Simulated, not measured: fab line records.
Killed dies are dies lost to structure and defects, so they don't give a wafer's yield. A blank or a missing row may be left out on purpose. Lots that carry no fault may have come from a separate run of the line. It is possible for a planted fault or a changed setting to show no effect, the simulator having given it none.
A lot that was struck, set against a sound lot | flow n5_finfet | 25 out of 1938 route steps
Sound: wafers L852.2, L852.4, L852.6. Wafers struck: L862.3, L862.5, L862.6. The cause is named last.
For every step that has rows: the tool of each side, followed by ch and its chambers, followed by its first start. Under that, the readings that differ: sound wafers | struck wafers | difference of the means | sigmas: that difference in standard deviations of wafers without a fault.
alike: words and numbers the same on both sides, and readings whose means are apart by under 2 such deviations; not compared: readings that were withheld, readings missing a value for some wafer, numbers with overlapping values and no deviation given by the record, and bounds like >300 which may hide the same value.
The two part at a step that has a row with sigmas, a row that says differs or no value, or rows on one side only. Numbers that have no deviation but don't overlap get no sigmas and don't part them. A reading that every wafer of one side lacks parts them only if that side has two wafers or more.

N5_BEOL_M11_OVL_MEAS_12:
  sound on overlay-01 ch 0, day 11 08:21; struck on overlay-02 ch 0, day 13 01:34
  alike: M11_OVL
N5_BEOL_M11_INSPECT_13: inspects for defects (brightfield).
  sound: defect_inspect-02 at day 11 08:22; struck: defect_inspect-01 at day 13 01:36
  alike: raw_defect_count
N5_BEOL_M11_DESCUM_16: chemistry O2, time 7.9 s.
  sound on rie_diel-04 ch 0,1,3, day 11 08:28; struck on rie_diel-04 ch 0,1,3, day 13 01:38
  alike: drypump_motor_current_A, oes_product_au, rf_vpp_V, showerhead_plenum_p_Torr, throttle_valve_pct
  not compared: rf_hours_counter_h
then, 4 steps without rows for these wafers: N5_BEOL_M11_ETCH_61 (etches SiARC in CF4, target depth 39 nm, time 65 s); N5_BEOL_M11_ETCH_62 (etches SOC in N2/H2, target depth 110 nm, overetch 22 nm, time 165 s); N5_BEOL_M11_STRIP_68 (strips in N2/H2); N5_BEOL_M11_STRIP_67 (strips in CF4).
N5_BEOL_M11_HM_OPEN_17: chemistry Cl2/BCl3, target TiN, target depth 20 nm, overetch 6 nm.
  sound on rie_metal-01 ch 0,1, day 11 08:44; struck on rie_metal-02 ch 0,1, day 13 01:56
  alike: drypump_motor_current_A, mfc_cl2_sccm, oes_product_au, throttle_valve_pct
  not compared: rf_hours_counter_h
N5_BEOL_M11_STRIP_19: strips in O2.
  sound on rie_diel-01 ch 0,2,3, day 11 08:52; struck on rie_diel-01 ch 0,1, day 13 02:01
  alike: drypump_motor_current_A, oes_product_au, rf_vpp_V, showerhead_plenum_p_Torr, throttle_valve_pct
  not compared: rf_hours_counter_h
N5_BEOL_M11_CD_MEAS_18: pitch 140 nm, target cd 70 nm.
  sound: cd_sem-03 at day 11 08:56; struck: cd_sem-01 at day 13 02:05
  alike: cd_nm
then, 2 steps without rows for these wafers: N5_BEOL_M11_COAT_63 (time 60 s, resist thk 100 nm); N5_BEOL_M11_COAT_64 (time 60 s, resist thk 30 nm).
N5_BEOL_M11_COAT_22: resist thk 90 nm.
  sound on litho_track-05 ch 0, day 11 09:16; struck on litho_track-05 ch 0, day 13 04:19
  reading                                       | sound                | struck               | difference | sigmas
  spin_speed_rpm (rpm)                          | 1498.4 1499.4 1499.4 | 1595.9 1598.0 1595.9 | +97.5      | +99 or more
  model.CAR-ArF_of_BEOL_M11_COAT_22.thk_nm (nm) | 90.4 90.2 90.4       | 87.8 87.6 87.6       | -2.7       |
then, 5 steps without rows for these wafers: N5_BEOL_M11_EBR_24; N5_BEOL_M11_SOFTBAKE_23 (time 60 s); N5_BEOL_M11_EXPOSE_25 (exposes mask V10); N5_BEOL_M11_PEB_26 (peb time 60 s); N5_BEOL_M11_DEVELOP_27 (develop time 30 s).
N5_BEOL_M11_CD_MEAS_28: the cd target is 70 nm.
  sound on cd_sem-02 ch 0, day 11 09:31; struck on cd_sem-01 ch 0, day 13 04:34
  alike: cd_nm
N5_BEOL_M11_OVL_MEAS_29:
  sound on overlay-01 ch 0, day 11 09:32; struck on overlay-02 ch 0, day 13 04:36
  alike: V10_OVL
N5_BEOL_M11_INSPECT_30: inspects for defects (brightfield).
  sound: defect_inspect-01 at day 11 09:34; struck: defect_inspect-02 at day 13 04:37
  reading          | sound       | struck      | difference | sigmas
  raw_defect_count | 266 267 253 | 499 489 369 | +190       | +2
N5_BEOL_M11_DESCUM_33: chemistry O2, time 7.9 s.
  sound on rie_diel-02 ch 1,2,3, day 11 09:36; struck on rie_diel-04 ch 0,1,2, day 13 04:40
  alike: drypump_motor_current_A, oes_product_au, rf_vpp_V, showerhead_plenum_p_Torr, throttle_valve_pct
  not compared: rf_hours_counter_h
N5_BEOL_M11_ETCH_65: etches SiARC in CF4, target depth 39 nm, time 65 s.
  sound on rie_diel-02 ch 1,2,3, day 11 09:38; struck on rie_diel-04 ch 0,1,2, day 13 04:41
  reading                                       | sound          | struck         | difference | sigmas
  model.CAR-ArF_of_BEOL_M11_COAT_22.thk_nm (nm) | 55.8 55.8 55.8 | 53.4 53.2 52.8 | -2.7       |
  alike: cf4_flow_sccm, drypump_motor_current_A, etch_rf_on_time_s, oes_product_au, rf_vpp_V, showerhead_plenum_p_Torr, throttle_valve_pct
  not compared: rf_hours_counter_h
N5_BEOL_M11_ETCH_66: etches SOC in N2/H2, target depth 120 nm, overetch 24 nm, time 180 s.
  sound on rie_diel-02 ch 1,2,3, day 11 09:41; struck on rie_diel-04 ch 0,1,2, day 13 04:44
  alike: drypump_motor_current_A, oes_product_au, rf_vpp_V, showerhead_plenum_p_Torr, throttle_valve_pct
  not compared: rf_hours_counter_h
following that, these wafers have no rows for 1 step: N5_PASSIVATION_PROBE_49.

## WHERE THEY PART
First at N5_BEOL_M11_COAT_22; last, within this record, at N5_BEOL_M11_INSPECT_30. Later steps at which nothing parts them and some readings are alike: N5_BEOL_M11_DESCUM_33, N5_BEOL_M11_ETCH_65, N5_BEOL_M11_ETCH_66.

WHY: whatever the simulator had introduced
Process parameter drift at N5_BEOL_M11_COAT_22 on litho_track-05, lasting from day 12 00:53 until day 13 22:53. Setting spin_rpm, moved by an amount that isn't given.
